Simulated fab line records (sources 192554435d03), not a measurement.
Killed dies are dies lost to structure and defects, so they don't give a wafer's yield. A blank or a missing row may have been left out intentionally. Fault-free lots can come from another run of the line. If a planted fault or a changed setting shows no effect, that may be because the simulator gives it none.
Split-lot trial ; flow n5_finfet ; on a route of 1938 steps: 7 lots, 21 wafers read

THE SPLIT
At N5_PASSIVATION_PASS_ETCH_47 (etches SiNx in CF4/O2, target depth 770 nm, time 385 s), the setting time_s was moved away from the recipe's 385 s on 6 of the 21 wafers read, by -20.0% to +17.7%. All remaining wafers had this setting at the recipe value.

The split's own step is where the reading is taken.

THE READING
etch.depth_nm (the simulator's own value, which no gauge read), in nm, at N5_PASSIVATION_PASS_ETCH_47 (etches SiNx in CF4/O2, target depth 770 nm, time 385 s). No usual value for it is given in the file. Across the 15 wafers here that went through the recipe, the average is 779.6 nm and the standard deviation 20 nm.

wafer;tool, chamber at the split;time_s as run, s;against the recipe;etch.depth_nm, nm;against lot-mates on the recipe
L074.4;rie_diel-02, 3;385;recipe;730.6;-
L074.5;rie_diel-02, 2;385;recipe;766.9;-
L074.6;rie_diel-02, 1;385;recipe;794.1;-
L077.4;rie_diel-01, 2;321;-16.6%;664.3;-146.5
L077.5;rie_diel-01, 3;321;-16.6%;648.6;-162.2
L077.6;rie_diel-01, 0;385;recipe;810.8;-
L083.2;rie_diel-01, 2;385;recipe;797.9;-
L083.3;rie_diel-01, 3;385;recipe;776.3;-
L083.6;rie_diel-01, 3;453.2;+17.7%;917;+129.9
L087.2;rie_diel-02, 2;385;recipe;758.9;-
L087.3;rie_diel-02, 0;308.1;-20.0%;624.4;-149.9
L087.4;rie_diel-02, 1;385;recipe;789.8;-
L095.1;rie_diel-01, 1;385;recipe;801.9;-
L095.3;rie_diel-01, 0;445.2;+15.6%;921.3;+119.4
L095.5;rie_diel-01, 1;445.2;+15.6%;929.6;+127.7
L096.3;rie_diel-01, 2;385;recipe;785.5;-
L096.4;rie_diel-01, 1;385;recipe;795.3;-
L096.5;rie_diel-01, 2;385;recipe;793.1;-
L097.2;rie_diel-03, 1;385;recipe;764.3;-
L097.3;rie_diel-03, 2;385;recipe;764.2;-
L097.6;rie_diel-03, 1;385;recipe;764.5;-

FIT RESULTS
A straight line over all 21 wafers: etch.depth_nm changes by +8.09 nm for each +1% of time_s; r = +0.97; the points scatter about the line by 20 nm.
The same after taking each lot's own level away (the mean of its wafers on the recipe; 21 wafers): +8.14 nm for each +1%; r = +0.98; scatter 14 nm.
Per that fit: largest time_s move, reading shift of 1.6e+02 nm.
From 763.87 to 810.80 nm: that is the span of the lots' own levels, equal to 2.3 times the standard deviation above.
Hence the lot-to-lot level has little effect on the slope; both slopes agree.
Check: -170 nm against its lot-mates is what the line predicts for one of the wafers moved furthest among these (-20.0%) when that wafer is left out of the fit. Against them it came out at -150 nm.

OTHER SPLITS ON THESE WAFERS
These wafers also went through other splits before the reading. Each is held against what the fit with the lots' levels taken away leaves over:
other split on the same wafers;wafers away from the commonest value;r with etch.depth_nm (lot level and that fit taken away)
N5_BEOL_M11_TRENCH_ETCH_37 time_s;7;+0.15
N5_BEOL_M11_CURE_72 time_s;9;+0.13
N5_BEOL_M13_COAT_04 spin_rpm;8;+0.12
N5_BEOL_M13_ETCH_59 time_s;8;+0.05
N5_BEOL_M13_SPUTTER_43 time_s;4;-0.17
N5_BEOL_M15_ETCH_59 time_s;8;-0.09
N5_BEOL_M15_COAT_56 spin_rpm;7;+0.35
N5_MIM_BOT_SPUTTER_00 time_s;7;-0.31
N5_MIM_TOP_SPUTTER_03 power_w;4;-0.05
N5_PASSIVATION_VIA_ETCH_13 source_w;9;-0.17

FILE'S OWN FIT
etch.depth_nm changes by +7.94 nm for each +1% of time_s, r = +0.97.
